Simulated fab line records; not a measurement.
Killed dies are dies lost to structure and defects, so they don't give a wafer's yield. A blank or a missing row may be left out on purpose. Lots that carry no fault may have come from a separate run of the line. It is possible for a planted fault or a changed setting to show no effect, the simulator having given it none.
fab line records	flow n5-finfet
[record] lots = 9	wafers = 27	last-day = 17
route steps=1938 shown BEOL_M0_SAQP@649 BEOL_M0_CUTY@709 BEOL_M4@1111 PASSIVATION@1936
lots untouched by any fault: they come from a run of this same line in which no faults occurred
start-h: hours from the record's opening day to when the first of the lot's shown wafers began	wait-h: time in hours since the lot's previous step	" as in the row above	L1.1+2: a single row standing in for several wafers	- value missing, or start not given	* or withheld: withheld	< > ~ a bound
route shown NAME@n: NAME is a module with steps in the file, n the number in the route of the first one	usual: mean/standard deviation taken from wafers without a fault	same: alike in all rows	chamber/n: place in a boat	sites: each site's reading	_std_site: the standard deviation of these	_edge_site: inner sites' mean taken away from outer sites' mean	radius-mm: how far each site lies from the wafer's centre	mask NAME#n: copy n	behind: tool/chamber where the wafer was last shaped	hold: the reason the lot was held/the length of the hold in hours/how it ended	device: the transistor (n, p or np) that didn't switch	end of line: the route-end tests of the same wafers	for a step that has no rows: nothing shown but its recipe	killed: dies that structure and defects cost at the first sort, which is not the same as the wafer's yield	map: a wafer's dies, marking killed ones x, the rest . and places with no die _
set.NAME: the run value of the setting; set.NAME@STEP: its run value at that earlier step	model.NAME: the simulator's own value behind a step, which no gauge read
one table for each step of the route and one row for each wafer, over a sample of lots
services: the hour from which a tool's chamber was out of use, counted from the record's first day as start-h (under 0 if before that day), plus the number of hours and why
[[steps]]
[step N5_BEOL_M0_SAQP_CD_MEAS_14]
[recipe] target-cd-nm = 42.5	landing-energy-ev = 500	detector = se-inlens
[usual] cd-nm = 42.5/0.36
[same] landing-energy-ev = 500
lot.wafer	tool	chamber	start-h	wait-h	cd-nm
L646.2	cd-sem-01	0	110.52	-	42.1
L646.3	"	0	"	"	42.1
L646.5	"	0	"	"	42.2
L649.1	cd-sem-02	0	127.09	-	43.0
L649.2	"	0	"	"	42.7
L649.3	"	0	"	"	42.6
L650.2	cd-sem-02	0	129.90	-	42.1
L650.3	"	0	"	"	42.3
L650.6	"	0	"	"	42.4
L652.2	cd-sem-02	0	144.81	-	42.3
L652.3	"	0	"	"	41.9
L652.6	"	0	"	"	42.1
L659.3	cd-sem-01	0	189.27	-	42.8
L659.4	"	0	"	"	42.4
L659.5	"	0	"	"	42.5
L662.3	cd-sem-02	0	201.95	-	42.3
L662.4	"	0	"	"	42.4
L662.5	"	0	"	"	42.8
L663.2	cd-sem-01	0	207.62	-	42.8
L663.3	"	0	"	"	42.3
L663.6	"	0	"	"	42.3
L664.1	cd-sem-02	0	213.68	-	42.5
L664.2	"	0	"	"	42.7
L664.5	"	0	"	"	42.9
L666.1	cd-sem-03	0	221.86	-	42.4
L666.2	"	0	"	"	42.7
L666.4	"	0	"	"	42.6
[step N5_BEOL_M0_SAQP_MANDREL_ETCH_103]
[recipe] chemistry = HBr/Cl2	target = a-Si	target-depth-a = 450	bt-time-s = 10	stop-on = SiCN	mask-material = SiO2	over-etch-frac = 0.8	time-s = 27	pressure-mtorr = 10	icp-w = 800	bias-w = 75	HBr_flow_sccm = 150	Cl2_flow_sccm = 80	ends = end-point
[usual] drypump-motor-current-A = 5.8/0.52	oes-product-au = 0.688/0.01	throttle-valve-pct = 35.30/0.24
lot.wafer	tool	chamber	start-h	wait-h	drypump-motor-current-A	oes-product-au	rf-hours-counter-h	throttle-valve-pct
L646.2	rie-si-03	3	112.82	0.0	6.2	0.693	1	35.27
L646.3	"	1	"	"	5.5	0.684	187	34.87
L646.5	"	3	"	"	6.2	0.700	-	35.24
L649.1	rie-si-03	3	129.17	0.0	6.2	0.703	1	35.25
L649.2	"	2	"	"	5.0	0.688	91	35.27
L649.3	"	1	"	"	5.4	0.692	187	34.85
L650.2	rie-si-03	3	132.26	0.0	6.2	0.701	1	35.24
L650.3	"	0	"	"	5.7	0.682	99	35.54
L650.6	"	1	"	"	5.5	0.682	-	34.88
L652.2	rie-si-03	0	147.39	0.0	5.7	0.687	99	35.54
L652.3	"	2	"	"	5.1	0.683	91	35.29
L652.6	"	1	"	"	5.4	0.694	-	34.86
L659.3	rie-si-01	0	191.11	0.0	5.3	0.681	136	35.18
L659.4	"	2	"	"	6.1	0.679	12	35.62
L659.5	"	0	"	"	5.3	0.686	-	35.16
L662.3	rie-si-02	1	203.78	0.0	5.4	0.668	1	35.54
L662.4	"	3	"	"	6.1	0.693	34	35.13
L662.5	"	3	"	"	6.2	0.688	-	35.11
L663.2	rie-si-03	3	209.54	0.0	6.2	0.701	2	35.26
L663.3	"	0	"	"	5.7	0.684	100	35.53
L663.6	"	3	"	"	6.2	0.700	-	35.22
L664.1	rie-si-01	2	215.57	0.0	6.1	0.681	13	35.65
L664.2	"	1	"	"	6.4	0.683	88	35.23
L664.5	"	0	"	"	5.3	0.693	-	35.14
L666.1	rie-si-03	2	223.91	0.0	5.0	0.680	93	35.29
L666.2	"	0	"	"	5.7	0.682	100	35.55
L666.4	"	2	"	"	5.0	0.689	-	35.26
[step N5_BEOL_M0_SAQP_OVL_MEAS_41]
[recipe] points-per-wafer = 522
[usual] M0_CUT1_OVL = 0.2/0.62
lot.wafer	tool	chamber	start-h	wait-h	M0_CUT1_OVL[nm]
L646.2	overlay-01	0	115.60	0.0	1.1
L646.3	"	0	"	"	0.3
L646.5	"	0	"	"	-0.7
L649.1	overlay-02	0	131.49	0.0	0.0
L649.2	"	0	"	"	-0.3
L649.3	"	0	"	"	-0.1
L650.2	overlay-02	0	135.80	0.0	0.6
L650.3	"	0	"	"	0.0
L650.6	"	0	"	"	0.6
L652.2	overlay-01	0	149.53	0.0	1.0
L652.3	"	0	"	"	0.8
L652.6	"	0	"	"	0.8
L659.3	overlay-01	0	193.19	0.0	0.5
L659.4	"	0	"	"	0.4
L659.5	"	0	"	"	0.4
L662.3	overlay-02	0	205.87	0.0	-0.2
L662.4	"	0	"	"	-1.4
L662.5	"	0	"	"	0.0
L663.2	overlay-02	0	211.59	0.0	1.0
L663.3	"	0	"	"	0.2
L663.6	"	0	"	"	0.1
L664.1	overlay-01	0	217.95	0.0	0.7
L664.2	"	0	"	"	-0.1
L664.5	"	0	"	"	-0.4
L666.1	overlay-02	0	225.83	0.0	-0.2
L666.2	"	0	"	"	-0.1
L666.4	"	0	"	"	0.3
[step N5_BEOL_M0_SAQP_INSPECT_42]
[recipe] mode = adi	inspect-instrument = brightfield
[usual] raw-defect-count = 263/71
lot.wafer	tool	chamber	start-h	wait-h	raw-defect-count
L646.2	defect-inspect-02	-	115.65	0.0	374
L646.3	"	-	"	"	259
L646.5	"	-	"	"	383
L649.1	defect-inspect-01	-	131.55	0.1	281
L649.2	"	-	"	"	306
L649.3	"	-	"	"	334
L650.2	defect-inspect-02	-	135.85	0.0	240
L650.3	"	-	"	"	225
L650.6	"	-	"	"	586
L652.2	defect-inspect-01	-	149.58	0.0	288
L652.3	"	-	"	"	238
L652.6	"	-	"	"	628
L659.3	defect-inspect-02	-	193.23	0.0	182
L659.4	"	-	"	"	235
L659.5	"	-	"	"	163
L662.3	defect-inspect-02	-	205.92	0.0	404
L662.4	"	-	"	"	361
L662.5	"	-	"	"	209
L663.2	defect-inspect-02	-	211.64	0.0	327
L663.3	"	-	"	"	227
L663.6	"	-	"	"	242
L664.1	defect-inspect-02	-	218.01	0.1	317
L664.2	"	-	"	"	348
L664.5	"	-	"	"	294
L666.1	defect-inspect-02	-	225.89	0.1	273
L666.2	"	-	"	"	241
L666.4	"	-	"	"	194
[step N5_BEOL_M0_CUTY_OVL_MEAS_58]
[recipe] points-per-wafer = 44
[usual] M0_ABLK_OVL = 0.2/0.72
lot.wafer	tool	chamber	start-h	wait-h	M0_ABLK_OVL[nm]
L646.2	overlay-01	0	118.19	0.0	-0.5
L646.3	"	0	"	"	0.6
L646.5	"	0	"	"	-0.1
L649.1	overlay-02	0	133.05	0.0	1.4
L649.2	"	0	"	"	-0.2
L649.3	"	0	"	"	1.6
L650.2	overlay-01	0	137.30	0.0	1.4
L650.3	"	0	"	"	0.9
L650.6	"	0	"	"	1.3
L652.2	overlay-01	0	151.13	0.0	0.7
L652.3	"	0	"	"	0.1
L652.6	"	0	"	"	-0.3
L659.3	overlay-02	0	194.77	0.0	-0.8
L659.4	"	0	"	"	0.2
L659.5	"	0	"	"	-1.3
L662.3	overlay-01	0	208.20	0.0	0.1
L662.4	"	0	"	"	1.1
L662.5	"	0	"	"	1.1
L663.2	overlay-02	0	213.22	0.0	-1.1
L663.3	"	0	"	"	0.4
L663.6	"	0	"	"	-1.9
L664.1	overlay-01	0	219.37	0.0	0.4
L664.2	"	0	"	"	-0.3
L664.5	"	0	"	"	0.8
L666.1	overlay-02	0	227.13	0.0	0.0
L666.2	"	0	"	"	0.7
L666.4	"	0	"	"	0.6
[step N5_BEOL_M0_CUTY_INSPECT_59]
[recipe] mode = adi	inspect-instrument = macro
[usual] raw-defect-count = 2.1/1.4
lot.wafer	tool	chamber	start-h	wait-h	raw-defect-count
L646.2	defect-inspect-02	-	118.21	0.0	4
L646.3	"	-	"	"	3
L646.5	"	-	"	"	2
L649.1	defect-inspect-02	-	133.07	0.0	3
L649.2	"	-	"	"	3
L649.3	"	-	"	"	2
L650.2	defect-inspect-01	-	137.32	0.0	2
L650.3	"	-	"	"	1
L650.6	"	-	"	"	>300
L652.2	defect-inspect-02	-	151.16	0.0	1
L652.3	"	-	"	"	2
L652.6	"	-	"	"	>300
L659.3	defect-inspect-02	-	194.79	0.0	1
L659.4	"	-	"	"	3
L659.5	"	-	"	"	0
L662.3	defect-inspect-02	-	208.22	0.0	0
L662.4	"	-	"	"	1
L662.5	"	-	"	"	2
L663.2	defect-inspect-02	-	213.24	0.0	2
L663.3	"	-	"	"	1
L663.6	"	-	"	"	1
L664.1	defect-inspect-02	-	219.40	0.0	2
L664.2	"	-	"	"	1
L664.5	"	-	"	"	3
L666.1	defect-inspect-02	-	227.16	0.0	3
L666.2	"	-	"	"	2
L666.4	"	-	"	"	1
[step N5_BEOL_M4_RC_MEAS_101]
[usual] DIBL_N = 36.5/1.7	DIBL_P = 36.3/2.1	IOFF_N = 0.16/0.036	IOFF_P = 0.21/0.037	ION_N = 676/12	ION_P = 462/7.6	SS_N = 71.5/0.68	SS_P = 73.3/0.63	VT_N = 249/3.5	VT_P = -250/3.5
lot.wafer	tool	chamber	start-h	wait-h	DIBL_N[mV/V]	DIBL_P[mV/V]	IOFF_N[nA/um]	IOFF_P[nA/um]	ION_N[uA/um]	ION_P[uA/um]	SS_N[mV/dec]	SS_P[mV/dec]	VT_N[mV]	VT_P[mV]
L646.2	prober-01	0	176.10	0.2	36.5	36.5	0.18	0.22	682	472	71.6	73.3	248	-248
L646.3	"	0	"	"	37.3	37.2	0.20	0.23	687	463	72.3	73.7	247	-250
L646.5	"	0	"	"	37.0	36.9	0.19	0.22	685	466	72.0	73.5	244	-248
L649.1	prober-02	0	189.85	0.0	38.8	38.2	0.23	0.28	697	472	71.3	74.5	248	-245
L649.2	"	0	"	"	37.0	35.9	0.18	0.24	688	469	71.5	73.4	247	-248
L649.3	"	0	"	"	37.7	37.0	0.20	0.26	693	472	71.6	74.2	247	-246
L650.2	prober-01	0	193.78	0.2	36.3	33.9	0.14	0.18	665	453	71.0	72.9	254	-248
L650.3	"	0	"	"	34.4	33.5	0.12	0.17	663	453	69.8	73.0	252	-250
L650.6	"	0	"	"	34.7	33.9	0.13	0.18	664	450	70.3	72.3	253	-249
L652.2	prober-02	0	206.14	0.2	37.0	35.0	0.14	0.20	672	461	71.3	72.7	253	-249
L652.3	"	0	"	"	35.8	32.9	0.12	0.17	664	459	71.0	72.8	257	-251
L652.6	"	0	"	"	35.7	33.9	0.13	0.19	659	460	70.6	72.7	252	-251
L659.3	prober-02	0	254.86	0.3	36.1	35.1	0.16	0.25	675	479	70.8	73.5	247	-244
L659.4	"	0	"	"	38.9	38.4	0.22	0.31	694	476	72.2	73.6	245	-239
L659.5	"	0	"	"	36.0	34.6	0.15	0.23	673	475	71.7	72.5	247	-249
L663.2	prober-01	0	256.84	0.2	37.6	38.6	0.18	0.22	681	467	72.4	73.6	248	-250
L663.3	"	0	"	"	35.3	35.9	0.13	0.19	667	459	71.0	73.3	253	-251
L663.6	"	0	"	"	39.6	40.3	0.23	0.25	682	463	72.1	74.1	244	-247
L662.3	prober-01	0	259.90	0.3	36.5	37.1	0.16	0.22	674	461	71.1	73.9	252	-251
L662.4	"	0	"	"	33.6	34.0	0.13	0.18	667	460	70.8	73.0	252	-254
L662.5	"	0	"	"	35.1	36.0	0.14	0.21	667	461	71.1	73.9	253	-249
L664.1	prober-02	0	282.16	0.0	38.1	39.1	0.23	0.26	689	467	72.1	73.5	245	-246
L664.2	"	0	"	"	37.3	38.4	0.21	0.26	701	477	71.9	73.4	243	-247
L664.5	"	0	"	"	36.4	37.8	0.19	0.24	693	473	71.6	74.1	247	-248
L666.1	prober-02	0	289.05	0.0	37.4	38.3	0.16	0.22	676	461	71.4	74.0	251	-249
L666.2	"	0	"	"	36.9	37.2	0.16	0.21	682	461	70.6	73.2	250	-251
L666.4	"	0	"	"	37.0	37.3	0.16	0.21	667	463	71.3	72.6	250	-248
[step N5_PASSIVATION_PROBE_49]
[usual] defect-limited-yield = 91.4/1.5	killed_at_M0_to_M3 = 34/12	killed_at_M4_up = 12/4.9	killed-at-contacts = 13/7.2	killed-at-front-end = 39/12	killed-at-other = 3.7/2.9	killed-dies = 101/18	killed-on-rim = 13/4	killed-open = 67/14	killed-short = 33/7.2	sort_bin_5_function = 5.1/0.97	sort_bin_6_memory = 3.2/0.67	sort-n-pass = 1079/17	sort-yield-pct = 91.4/1.5
[same] gross-dies = 1180	killed-at-back-side = 0	sort_bin_4_leakage[%] = 0	sort_bin_8_speed[%] = 0
lot.wafer	tool	chamber	start-h	wait-h	defect-limited-yield[%]	killed_at_M0_to_M3	killed_at_M4_up	killed-at-contacts	killed-at-front-end	killed-at-other	killed-dies	killed-on-rim	killed-open	killed-short	sort_bin_5_function[%]	sort_bin_6_memory[%]	sort-n-pass	sort-yield-pct[%]
L650.2	prober-01	-	299.33	0.1	93.6	15	5	17	31	8	76	6	53	23	4.1	2.4	1104	93.6
L650.3	prober-01	-	299.38	0.1	91.0	23	16	8	50	9	106	15	72	34	4.9	3.6	1074	91.0
L650.6	prober-01	-	299.53	0.3	84.4	120	8	8	37	11	184	8	45	28	10.0	3.6	996	84.4
L652.2	prober-01	-	309.12	0.1	90.6	46	10	5	47	3	111	17	68	43	5.3	3.6	1069	90.6
L652.3	prober-01	-	309.17	0.1	91.7	38	8	10	41	1	98	13	62	36	4.9	3.1	1082	91.7
L652.6	prober-01	-	309.32	0.3	82.5	142	11	11	40	3	207	19	64	35	9.8	5.3	973	82.5
L659.3	prober-01	-	364.39	0.1	89.7	25	20	9	63	4	121	13	77	43	7.1	3.1	1059	89.7
L659.4	prober-01	-	364.44	0.2	92.5	32	21	3	30	2	88	10	60	25	5.1	2.2	1092	92.5
L659.5	prober-01	-	364.49	0.2	91.3	44	11	2	37	9	103	9	65	38	5.1	3.0	1077	91.3
L664.1	prober-02	-	397.99	0.6	91.8	30	14	12	34	7	97	13	69	28	5.0	3.1	1083	91.8
L664.2	prober-02	-	398.04	0.6	92.5	35	8	18	25	2	88	15	57	31	4.3	2.7	1092	92.5
L664.5	prober-02	-	398.19	0.8	91.5	25	8	18	36	13	100	14	67	28	4.4	3.8	1080	91.5
// killed by level:class
L650.2 MOL_CONTACT_COAG:geometric-particle:open=12 FIN_SAQP:geometric-particle:open=8 BEOL_M2:geometric-particle:open=6 MOL_CONTACT_COAG:geometric-particle:short=5 STI_FIN_REVEAL:geometric-particle:open=4 GATE_CUT:geometric-particle:short=4 FIN_SAQP:geometric-particle:short=3 ILD0:geometric-particle:open=3
L650.3 FIN_SAQP:geometric-particle:open=13 STI_FIN_REVEAL:geometric-particle:open=12 FIN_SAQP:geometric-particle:short=11 MOL_CONTACT_COAG:geometric-particle:open=8 BEOL_M1:geometric-particle:open=6 PASS1_CAP:geometric-particle:open=6 ILD0:geometric-particle:open=5 BEOL_M0_SAQP:geometric-particle:open=5
L650.6 BEOL_M0_SAQP:unspecified=110 FIN_SAQP:geometric-particle:open=11 MOL_CONTACT_COAG:geometric-particle:open=8 STI_FIN_REVEAL:geometric-particle:open=7 PASS1_CAP:geometric-particle:short=7 FIN_SAQP:geometric-particle:short=4 GATE_CUT:geometric-particle:short=3 PASS1_CAP:geometric-particle:open=3
L652.2 STI_FIN_REVEAL:geometric-particle:open=14 BEOL_M0_SAQP:geometric-particle:open=13 BEOL_M3:geometric-particle:open=10 FIN_SAQP:geometric-particle:short=7 FIN_SAQP:geometric-particle:open=6 BEOL_M0_SAQP:geometric-particle:short=6 GATE_CUT:geometric-particle:short=5 BEOL_M2:geometric-particle:short=5
L652.3 BEOL_M0_SAQP:geometric-particle:open=10 FIN_SAQP:geometric-particle:short=9 MOL_CONTACT_COAG:geometric-particle:open=8 STI_FIN_REVEAL:geometric-particle:open=7 BEOL_M3:geometric-particle:open=7 BEOL_M0_SAQP:geometric-particle:short=6 GATE_CUT:geometric-particle:short=5 FIN_SAQP:geometric-particle:open=4
L652.6 BEOL_M0_SAQP:unspecified=108 BEOL_M0_SAQP:geometric-particle:open=11 MOL_CONTACT_COAG:geometric-particle:open=9 STI_FIN_REVEAL:geometric-particle:open=8 GATE_CUT:geometric-particle:short=8 BEOL_M0_SAQP:geometric-particle:short=7 BEOL_M3:geometric-particle:open=6 FIN_SAQP:geometric-particle:open=5
L659.3 FIN_SAQP:geometric-particle:open=12 FIN_SAQP:geometric-particle:short=10 STI_FIN_REVEAL:geometric-particle:open=9 BEOL_M4:geometric-particle:open=8 BEOL_M2:geometric-particle:open=8 MOL_CONTACT_COAG:geometric-particle:open=7 BEOL_M5:geometric-particle:open=7 GATE_CUT:geometric-particle:open=6
L659.4 BEOL_M2:geometric-particle:open=10 BEOL_M3:geometric-particle:open=8 BEOL_M5:geometric-particle:open=7 BEOL_M4:geometric-particle:open=6 FIN_SAQP:geometric-particle:short=4 FIN_SAQP:geometric-particle:open=4 STI_FIN_REVEAL:geometric-particle:open=4 BEOL_M0_SAQP:geometric-particle:short=4
L659.5 BEOL_M3:geometric-particle:open=13 STI_FIN_REVEAL:geometric-particle:open=11 BEOL_M0_SAQP:geometric-particle:short=10 BEOL_M0_SAQP:geometric-particle:open=7 FIN_SAQP:geometric-particle:short=5 STI_FIN_REVEAL:geometric-particle:short=5 BEOL_M2:geometric-particle:open=5 PASS1_CAP:geometric-particle:open=5
L664.1 MOL_CONTACT_COAG:geometric-particle:open=9 STI_FIN_REVEAL:geometric-particle:open=8 FIN_SAQP:geometric-particle:short=7 BEOL_M2:geometric-particle:open=7 BEOL_M3:geometric-particle:open=7 BEOL_M0_SAQP:geometric-particle:open=6 ILD0:geometric-particle:short=4 BEOL_M0_SAQP:geometric-particle:short=4
L664.2 MOL_CONTACT_COAG:geometric-particle:open=13 GATE_CUT:geometric-particle:short=7 BEOL_M0_SAQP:geometric-particle:short=7 BEOL_M1:geometric-particle:open=7 BEOL_M0_SAQP:geometric-particle:open=6 MOL_CONTACT_COAG:geometric-particle:short=5 BEOL_M3:geometric-particle:open=5 BEOL_M4:geometric-particle:open=5
L664.5 MOL_CONTACT_COAG:geometric-particle:open=12 STI_FIN_REVEAL:geometric-particle:open=9 BEOL_M2:geometric-particle:open=9 PASS1_CAP:geometric-particle:open=8 DUMMY_GATE:geometric-particle:open=7 MOL_CONTACT_COAG:geometric-particle:short=6 BEOL_M2:geometric-particle:short=4 BEOL_M4:geometric-particle:open=4
[[services]]
tool	chamber	start-h	hours	kind
rie-si-02	1	129.08	9.9	repair
rie-si-02	1	140.73	-	clean
rie-si-02	1	140.73	18.0	scheduled-down
rie-si-02	1	140.73	18.0	vent-cycle
rie-si-01	3	150.60	4.7	repair
rie-si-03	1	152.82	1.6	repair
rie-si-02	2	180.45	3.1	repair
rie-si-03	1	191.32	4.3	repair
rie-si-03	0	198.88	9.0	repair
rie-si-03	1	207.89	-	clean
rie-si-03	1	207.89	31.3	scheduled-down
rie-si-03	1	207.89	31.3	vent-cycle
rie-si-02	-	222.04	28.1	pm
[[key]]
[first-sign] step = N5_BEOL_M0_SAQP_INSPECT_42	reading = raw-defect-count	direction = up	sigmas = 4.8	usual = 263	struck = 607
[effect] step = N5_BEOL_M0_CUTY_INSPECT_59	reading = raw-defect-count	direction = up	sigmas = 99+	usual = 2.1	struck = >300
[effect] step = N5_PASSIVATION_PROBE_49	reading = killed_at_M0_to_M3	direction = up	sigmas = 8.4	usual = 34	struck = 131
[more-kills-born-at] N5_BEOL_M0_SAQP_MANDREL_ETCH_103@rie-si-03 = 218
met-at N5_BEOL_M0_SAQP_MANDREL_ETCH_103
struck-lots L650,L652
struck-wafers L650.6,L652.6
not-acting-at N5_BEOL_M0_SAQP_CD_MEAS_14,N5_BEOL_M0_SAQP_OVL_MEAS_41,N5_BEOL_M0_CUTY_OVL_MEAS_58
onset-between 129.17 132.26
[fault] kind = chamber-particle-source	tool = rie-si-03	chamber = 1	onset-h = 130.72	steps = N5_BEOL_M0_SAQP_MANDREL_ETCH_103	rate-per-visit-cm2 = 0.57559	end-h = 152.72
